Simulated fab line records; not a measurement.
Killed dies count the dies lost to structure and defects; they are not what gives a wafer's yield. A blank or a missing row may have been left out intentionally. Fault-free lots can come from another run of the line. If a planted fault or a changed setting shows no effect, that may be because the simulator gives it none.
Split-lot experiment ; flow n5_finfet ; 21 wafers read across 7 lots, on a route 1938 steps long

ON THE SPLIT
At N5_PMOS_HMC_CHANNEL_EPI_PEB_07 (peb time 60 s), the setting peb_temp_c was moved away from the recipe's 110 C on 4 of the 21 wafers read, by -3.2% to +2.6%. For the rest of the wafers, this setting stayed at what the recipe calls for.

FROM THE SPLIT ON TO THE READING: in between, the file shows 1 step
- N5_PMOS_HMC_CHANNEL_EPI_DEVELOP_08: develop time 30 s

THE READING
cd_nm at N5_PMOS_HMC_CHANNEL_EPI_CD_MEAS_09, given in nm (cd target 237.4 nm). Typical for fault-free wafers on this fab line: 236.4 nm, with standard deviation 0.97 nm.

wafer;tool, chamber at the split;peb_temp_c as run, C;against the recipe;cd_nm, nm;against lot-mates on the recipe
L088.3;litho_track-01, 0;110;recipe;237.2;-
L088.5;litho_track-01, 0;110;recipe;238.0;-
L088.6;litho_track-01, 0;110;recipe;235.9;-
L089.2;litho_track-01, 0;110;recipe;236.4;-
L089.5;litho_track-01, 0;110;recipe;236.1;-
L089.6;litho_track-01, 0;110;recipe;237.7;-
L090.4;litho_track-01, 0;110;recipe;237.3;-
L090.5;litho_track-01, 0;110;recipe;237.4;-
L090.6;litho_track-01, 0;110;recipe;237.9;-
L091.3;litho_track-03, 0;110;recipe;237.4;-
L091.4;litho_track-03, 0;106.5;-3.2%;226.3;-10.4
L091.5;litho_track-03, 0;110;recipe;236.1;-
L092.2;litho_track-01, 0;110;recipe;237.0;-
L092.4;litho_track-01, 0;110;recipe;235.2;-
L092.5;litho_track-01, 0;110;recipe;236.2;-
L093.3;litho_track-01, 0;108.9;-1.0%;232.4;-4.6
L093.4;litho_track-01, 0;108.9;-1.0%;232.5;-4.5
L093.5;litho_track-01, 0;110;recipe;237.0;-
L094.1;litho_track-01, 0;110;recipe;236.4;-
L094.5;litho_track-01, 0;110;recipe;237.3;-
L094.6;litho_track-01, 0;112.9;+2.6%;243.8;+6.9

FIT RESULTS
A straight line over all 21 wafers: cd_nm changes by +3.15 nm for each +1% of peb_temp_c; r = +0.96; the points scatter about the line by 0.87 nm.
The same after taking each lot's own level away (the mean of its wafers on the recipe; 21 wafers): +3.15 nm for each +1%; r = +0.97; scatter 0.79 nm.
On that fit, the largest move of peb_temp_c shifts the reading by 10 nm.
Across the lots, their own levels run from 236.13 to 237.53 nm, a range of 1.4 times the standard deviation given above.
So the lot-to-lot level changes the slope little: the two slopes agree.
Check: -10 nm against its lot-mates is what the line predicts for one of the wafers moved furthest among these (-3.2%) when that wafer is left out of the fit. Against them it came out at -10.4 nm.

ADDITIONAL SPLITS CARRIED BY THESE WAFERS
Other splits were also applied to these wafers ahead of the reading. Each is held against what the fit with the lots' levels taken away leaves over:
other split on the same wafers;wafers away from the commonest value;r with cd_nm (lot level and that fit taken away)
N5_WELL_APT_EXPOSE_05 dose_mj;6;+0.09
N5_WELL_APT_COAT_19 spin_rpm;10;+0.16
N5_PMOS_HMC_CHANNEL_EPI_COAT_03 spin_rpm;6;+0.41

THE WHOLE CHAIN: every reading that the file lists as answering this split, in the file's order
step;what it does;reading;change (the file's fit);r (the file's)
N5_PMOS_HMC_CHANNEL_EPI_CD_MEAS_09;target cd 237.4 nm;cd_nm;+3.11 nm for each +1% of the setting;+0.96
N5_PMOS_HMC_CHANNEL_EPI_DESCUM_14;chemistry O2, time 7.9 s;PMOS_HMC_CHANNEL_EPI.cd_nm (the simulator's own value, which no gauge read);+3.13 nm for each +1% of the setting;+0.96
N5_PMOS_HMC_CHANNEL_EPI_ETCH_32;etches BARC in N2/H2, stops on SiO2, target depth 85.8 nm, time 50.3 s;PMOS_HMC_CHANNEL_EPI.cd_nm (the simulator's own value, which no gauge read);+2.87 nm for each +1% of the setting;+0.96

THE FILE'S OWN FIT
cd_nm changes by +3.11 nm for each +1% of peb_temp_c, r = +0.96.
